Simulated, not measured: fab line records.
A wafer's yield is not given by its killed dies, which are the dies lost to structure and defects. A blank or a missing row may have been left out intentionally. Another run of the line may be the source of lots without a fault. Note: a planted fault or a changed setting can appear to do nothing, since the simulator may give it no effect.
Matching of chambers / flow n5_finfet / rie_diel-03 running N5_BEOL_M5_STRIP_36: 4 sister chambers
The step strips in N2/H2. 16 wafers are shown with their chamber, then 8 later ones without.

== WAFERS, EACH WITH ITS CHAMBER ==
wafer=L079.1; chamber=3; drypump_motor_current_A (A)=5.6; showerhead_plenum_p_Torr (Torr)=2.52; throttle_valve_pct (%)=23.6
wafer=L079.3; chamber=0; drypump_motor_current_A (A)=5.9; showerhead_plenum_p_Torr (Torr)=2.57; throttle_valve_pct (%)=23.9
wafer=L079.4; chamber=1; drypump_motor_current_A (A)=6.1; showerhead_plenum_p_Torr (Torr)=2.52; throttle_valve_pct (%)=23.6
wafer=L084.1; chamber=1; drypump_motor_current_A (A)=6.1; showerhead_plenum_p_Torr (Torr)=2.52; throttle_valve_pct (%)=23.6
wafer=L084.5; chamber=0; drypump_motor_current_A (A)=5.9; showerhead_plenum_p_Torr (Torr)=2.56; throttle_valve_pct (%)=23.9
wafer=L084.6; chamber=1; drypump_motor_current_A (A)=6.1; showerhead_plenum_p_Torr (Torr)=2.52; throttle_valve_pct (%)=23.6
wafer=L086.1; chamber=0; drypump_motor_current_A (A)=5.9; showerhead_plenum_p_Torr (Torr)=2.56; throttle_valve_pct (%)=23.9
wafer=L086.3; chamber=2; drypump_motor_current_A (A)=6.1; showerhead_plenum_p_Torr (Torr)=2.61; throttle_valve_pct (%)=23.9
wafer=L086.5; chamber=2; drypump_motor_current_A (A)=6.1; showerhead_plenum_p_Torr (Torr)=2.61; throttle_valve_pct (%)=23.9
wafer=L088.1; chamber=2; drypump_motor_current_A (A)=6.1; showerhead_plenum_p_Torr (Torr)=2.61; throttle_valve_pct (%)=23.8
wafer=L088.2; chamber=3; drypump_motor_current_A (A)=5.7; showerhead_plenum_p_Torr (Torr)=2.51; throttle_valve_pct (%)=23.6
wafer=L088.5; chamber=1; drypump_motor_current_A (A)=6.1; showerhead_plenum_p_Torr (Torr)=2.52; throttle_valve_pct (%)=23.7
wafer=L087.1; chamber=0; drypump_motor_current_A (A)=5.9; showerhead_plenum_p_Torr (Torr)=2.56; throttle_valve_pct (%)=23.9
wafer=L087.5; chamber=0; drypump_motor_current_A (A)=5.9; showerhead_plenum_p_Torr (Torr)=2.56; throttle_valve_pct (%)=23.9
wafer=L087.6; chamber=3; drypump_motor_current_A (A)=5.7; showerhead_plenum_p_Torr (Torr)=2.51; throttle_valve_pct (%)=23.6
wafer=L094.2; chamber=1; drypump_motor_current_A (A)=6.1; showerhead_plenum_p_Torr (Torr)=2.51; throttle_valve_pct (%)=23.6

SIGNATURES, as means of the wafers listed above
reading=drypump_motor_current_A; chamber 0=5.900; chamber 1=6.100; chamber 2=6.100; chamber 3=5.667; scatter within a chamber=0.0236
reading=showerhead_plenum_p_Torr; chamber 0=2.5620; chamber 1=2.5180; chamber 2=2.6100; chamber 3=2.5133; scatter within a chamber=0.00435
reading=throttle_valve_pct; chamber 0=23.900; chamber 1=23.620; chamber 2=23.867; chamber 3=23.600; scatter within a chamber=0.035
Rule: for each reading, subtract the chamber's mean from the wafer's reading, divide by that reading's scatter and square the result; add these up over the readings and take the root, which gives the wafer's distance from the chamber. If the next closest chamber is less than 2 further off than the closest, the wafer can't be placed; otherwise it belongs to the closest. The scatter: take each reading less its chamber's mean, square it, sum over the shown wafers, divide by the number of wafers less the number of chambers, and take the root.

== WAFERS WITHOUT THEIR CHAMBER ==
wafer=L094.3; drypump_motor_current_A (A)=5.9; showerhead_plenum_p_Torr (Torr)=2.56; throttle_valve_pct (%)=23.9
wafer=L094.5; drypump_motor_current_A (A)=6.1; showerhead_plenum_p_Torr (Torr)=2.51; throttle_valve_pct (%)=23.7
wafer=L095.1; drypump_motor_current_A (A)=5.9; showerhead_plenum_p_Torr (Torr)=2.56; throttle_valve_pct (%)=23.9
wafer=L095.4; drypump_motor_current_A (A)=5.9; showerhead_plenum_p_Torr (Torr)=2.56; throttle_valve_pct (%)=23.9
wafer=L095.6; drypump_motor_current_A (A)=6.1; showerhead_plenum_p_Torr (Torr)=2.51; throttle_valve_pct (%)=23.7
wafer=L091.3; drypump_motor_current_A (A)=6.1; showerhead_plenum_p_Torr (Torr)=2.51; throttle_valve_pct (%)=23.7
wafer=L091.4; drypump_motor_current_A (A)=5.6; showerhead_plenum_p_Torr (Torr)=2.50; throttle_valve_pct (%)=23.6
wafer=L091.5; drypump_motor_current_A (A)=6.1; showerhead_plenum_p_Torr (Torr)=2.60; throttle_valve_pct (%)=23.6

== CHAMBER TAKEN BY EACH ==
wafer=L094.3; from the rows above=0; in truth=0
wafer=L094.5; from the rows above=1; in truth=1
wafer=L095.1; from the rows above=0; in truth=0
wafer=L095.4; from the rows above=0; in truth=0
wafer=L095.6; from the rows above=1; in truth=1
wafer=L091.3; from the rows above=1; in truth=1
wafer=L091.4; from the rows above=3; in truth=3
wafer=L091.5; from the rows above=2; in truth=2
8 of 8 placed correctly. Can't be placed from these rows: 0. Wrongly placed: 0.
